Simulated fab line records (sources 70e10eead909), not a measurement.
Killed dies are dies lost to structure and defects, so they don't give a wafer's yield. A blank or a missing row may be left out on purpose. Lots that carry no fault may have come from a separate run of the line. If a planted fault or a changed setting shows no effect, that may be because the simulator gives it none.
Chamber matching    flow nand-harc    NHARC_P_GATE_ALD_36 on ald-sin-02 has 4 sister chambers
The step deposits SiNx, target thk 20 nm, pulse time 60 s, ald cycles 223. 4 wafers are shown with their chamber, then 9 later ones without.

## WAFERS PAIRED WITH THEIR CHAMBERS
wafer   chamber  heater-power-w (W)
L081.6  3        908
L084.3  0        732
L087.1  2        843
L087.6  1        826

## WAFERS WHOSE CHAMBER IS MISSING
wafer   heater-power-w (W)
L091.4  740
L091.3  917
L091.6  747
L094.1  752
L094.4  808
L094.2  895
L097.3  875
L097.2  814
L097.6  715

## CHAMBER TAKEN BY EACH
wafer   from the rows above           in truth
L091.4  0                             0
L091.3  3                             3
L091.6  0                             0
L094.1  0                             0
L094.4  can't be placed: 1 or 2       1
L094.2  3                             3
L097.3  can't be placed: 2 or 3 or 1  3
L097.2  can't be placed: 1 or 2       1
L097.6  0                             0
Placed correctly: 6 of 9. Cannot be placed on the basis of these rows: 3; the candidates contain the true chamber in 3. Number placed wrongly: 0.
How it was worked out, from the rows above alone: a wafer's distance from a chamber is the root of the sum, over the readings, of the square of ((its reading less the chamber's mean) divided by the reading's scatter). If the next closest chamber is less than 2 further off than the closest, the wafer can't be placed; otherwise it belongs to the closest. A chamber's mean is the mean of its shown wafers. The scatter: root of mean squared gap, hidden wafer to nearest shown wafer, with one shown wafer a chamber.
